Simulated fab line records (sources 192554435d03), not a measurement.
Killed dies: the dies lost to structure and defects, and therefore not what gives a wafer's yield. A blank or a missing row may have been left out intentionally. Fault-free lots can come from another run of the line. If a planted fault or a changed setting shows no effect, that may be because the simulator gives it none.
Lot-split experiment	flow n5 finfet	route with 1938 steps; 7 lots, 21 wafers read

SPLIT DETAILS
At N5_BEOL_M8_ETCH_65 (etches SiARC in CF4, target depth 15.6 nm, time 26 s), the setting source w was moved away from the recipe's 545 W on 7 of the 21 wafers read, by -8.5% to +8.7%. For the rest of the wafers, this setting stayed at what the recipe calls for.

The reading is taken at the split's own step.

THE READING
rf vpp V, in V, at N5_BEOL_M8_ETCH_65 (etches SiARC in CF4, target depth 15.6 nm, time 26 s). A value of 184.1 V with a standard deviation of 1.2 V is what fault-free wafers of this fab line usually give.

wafer	tool, chamber at the split	source w as run, W	against the recipe	rf vpp V, V	against lot-mates on the recipe
L078.1	rie diel-01, 0	592.4	+8.7%	179.5	-3.2
L078.4	rie diel-01, 2	592.4	+8.7%	178.0	-4.7
L078.5	rie diel-01, 3	545	recipe	182.7	-
L079.1	rie diel-01, 1	545	recipe	184.9	-
L079.4	rie diel-01, 0	545	recipe	185.1	-
L079.6	rie diel-01, 0	545	recipe	184.3	-
L082.2	rie diel-05, 2	545	recipe	185.5	-
L082.5	rie diel-05, 3	545	recipe	186.0	-
L082.6	rie diel-05, 2	545	recipe	184.6	-
L084.3	rie diel-04, 3	498.8	-8.5%	189.7	+5.5
L084.4	rie diel-04, 2	498.8	-8.5%	189.5	+5.3
L084.5	rie diel-04, 2	545	recipe	184.2	-
L088.3	rie diel-01, 0	516.3	-5.3%	186.6	+2.1
L088.5	rie diel-01, 1	516.3	-5.3%	188.2	+3.7
L088.6	rie diel-01, 0	545	recipe	184.5	-
L089.2	rie diel-01, 1	545	recipe	185.0	-
L089.5	rie diel-01, 0	545	recipe	185.0	-
L089.6	rie diel-01, 3	545	recipe	182.5	-
L090.1	rie diel-05, 1	545	recipe	183.7	-
L090.3	rie diel-05, 3	514.4	-5.6%	188.1	+4.3
L090.4	rie diel-05, 2	545	recipe	183.8	-

THE FIT
A straight line over all 21 wafers: rf vpp V changes by -0.627 V for each +1% of source w; r = -0.95; the points scatter about the line by 0.9 V.
The same after taking each lot's own level away (the mean of its wafers on the recipe; 21 wafers): -0.555 V for each +1%; r = -0.95; scatter 0.76 V.
The reading moves by 4.8 V for the largest change in source w, on that fit.
From 182.70 to 185.37 V: that is the span of the lots' own levels, equal to 2.2 times the standard deviation above.
Hence the slope depends on the lot-to-lot level, as the two fits are not the same.
Check: with one of the wafers moved furthest among these (+8.7%) left out of the fit, the line predicts -5.2 V for it against its lot-mates. Against them it came out at -3.2 V.
Tool readings at the split's step, against how far the setting was moved: rf vpp V r = -0.95.

FURTHER SPLITS ON THESE WAFERS
Note: prior to the reading, these wafers also went through further splits. Each is held against what the fit with the lots' levels taken away leaves over:
other split on the same wafers	wafers away from the commonest value	r with rf vpp V (lot level and that fit taken away)
N5_BEOL_M6_ETCH_66 bias w	8	+0.13
N5_BEOL_M7_VIA_ETCH_34 bias w	9	-0.04
N5_BEOL_M7_ETCH_41 source w	8	+0.05

THE FILE'S OWN FIT
rf vpp V changes by -0.583 V for each +1% of source w, r = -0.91.
